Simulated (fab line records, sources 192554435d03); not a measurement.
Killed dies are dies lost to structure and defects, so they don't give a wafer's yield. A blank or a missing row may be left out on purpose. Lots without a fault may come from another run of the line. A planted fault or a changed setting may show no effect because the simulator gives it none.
Problem report in the 8D (eight disciplines) form, filled by code | flow n5_finfet | the parts of the form that need people (team, actions taken, sign-off) are left out

1. THE PROBLEM
killed_at_M0_to_M3 at N5_PASSIVATION_PROBE_49 reads a mean of 1113 on 3 wafers of 3 lots; wafers without a fault read 33 with a standard deviation of 9.4. That is +99 or more standard deviations from the usual mean.
First seen on wafer L622.1, day 15 13:52, on prober-01. The record holds 18 wafers of 7 lots with a number at this step. Rule for "out", or "out of limits": more than 4 standard deviations from the usual mean. The other wafers with a number count as sound.

2. WHAT IT IS AND WHAT IT IS NOT
question                    | is                                                                                                | is not
which readings at this step | killed_at_M0_to_M3, defect_limited_yield, killed_dies, killed_on_rim, sort_n_pass, sort_yield_pct | killed_at_M4_up, killed_at_contacts, killed_at_front_end, killed_at_other, killed_open, killed_short, sort_bin_5_function, sort_bin_6_memory, sort_bin_8_speed
which lots                  | L622, L624, L627                                                                                  | L612, L613, L615, L630
which wafers of those lots  | L622.1, L624.1, L627.1                                                                            | L622.4, L624.4, L627.4
read on which tools         | prober-01                                                                                         | prober-02
when                        | from day 15 13:52                                                                                 | up to then (9 sound wafers); but 6 sound wafers of L622, L624, L627, L630 came after

3. SUSPECTS, AND WHAT RULES EACH OUT
Counting: a tool at a process step up to the reading stays a suspect if it ran every lot that is out. Sound lots after the first of them don't rule it out here, since some wafers of a struck lot are sound.
- pecvd-04 at N5_BEOL_M0_SAQP_PECVD_97 (deposits SiNx from SiH4/NH3/N2, target thk 23 nm, time 19.9 s): kept. It ran every lot that is out, first L622 (day 8 20:21); its last sound lot up to then is L613 (day 6 09:47).
- prober-01 at N5_PASSIVATION_PROBE_49: kept. It ran every lot that is out, first L622 (day 15 13:52); its last sound lot up to then is L615 (day 13 21:22). Its own readings are out on those wafers: defect_limited_yield, killed_at_M0_to_M3, killed_dies, killed_on_rim, sort_n_pass, sort_yield_pct.
Left after counting: pecvd-04 at N5_BEOL_M0_SAQP_PECVD_97, prober-01 at N5_PASSIVATION_PROBE_49.

4. THE CAUSE (what the simulator had put in)
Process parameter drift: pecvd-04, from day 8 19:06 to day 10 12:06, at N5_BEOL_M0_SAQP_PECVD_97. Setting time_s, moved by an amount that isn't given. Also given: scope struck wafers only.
Counting left 2 suspects, and this tool is among them.

5. THE CHAIN OF EFFECTS, in route order
Each row: a reading whose mean over the struck wafers that have a number lies more than 3 standard deviations from the usual. Only readings for which the record gives a usual standard deviation are gone through. hours: the time from each lot's start at the first step in this table that gives one to its start at this step, as a median over the lots. sigmas: the change in usual standard deviations.
hours | step                    | reading              | usual  | on struck wafers | change | sigmas
0     | N5_PASSIVATION_PROBE_49 | defect_limited_yield | 91.6 % | 0.0              | -91.6  | -76
0     | N5_PASSIVATION_PROBE_49 | killed_at_M0_to_M3   | 33     | 1113             | +1080  | +99 or more
0     | N5_PASSIVATION_PROBE_49 | killed_dies          | 99     | 1180             | +1081  | +72
0     | N5_PASSIVATION_PROBE_49 | killed_on_rim        | 13     | 152              | +139   | +39
0     | N5_PASSIVATION_PROBE_49 | sort_n_pass          | 1081   | 0                | -1081  | -72
0     | N5_PASSIVATION_PROBE_49 | sort_yield_pct       | 91.6 % | 0.0              | -91.6  | -76
The process steps in it:
- N5_PASSIVATION_PROBE_49

6. WHAT WOULD HAVE CAUGHT IT SOONER
In this record the first reading out of limits was taken at day 15 13:52, 163 hours after the fault began at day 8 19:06.
Of the tool readings at N5_BEOL_M0_SAQP_PECVD_97 for which the record gives a usual standard deviation, none was out on any struck wafer, so an alarm limit of 4 standard deviations on them would not have fired.
All the lots that are out (3) had begun N5_BEOL_M0_SAQP_PECVD_97 on pecvd-04 by day 15 13:52. A hold on the tool at that time would have spared none of them.
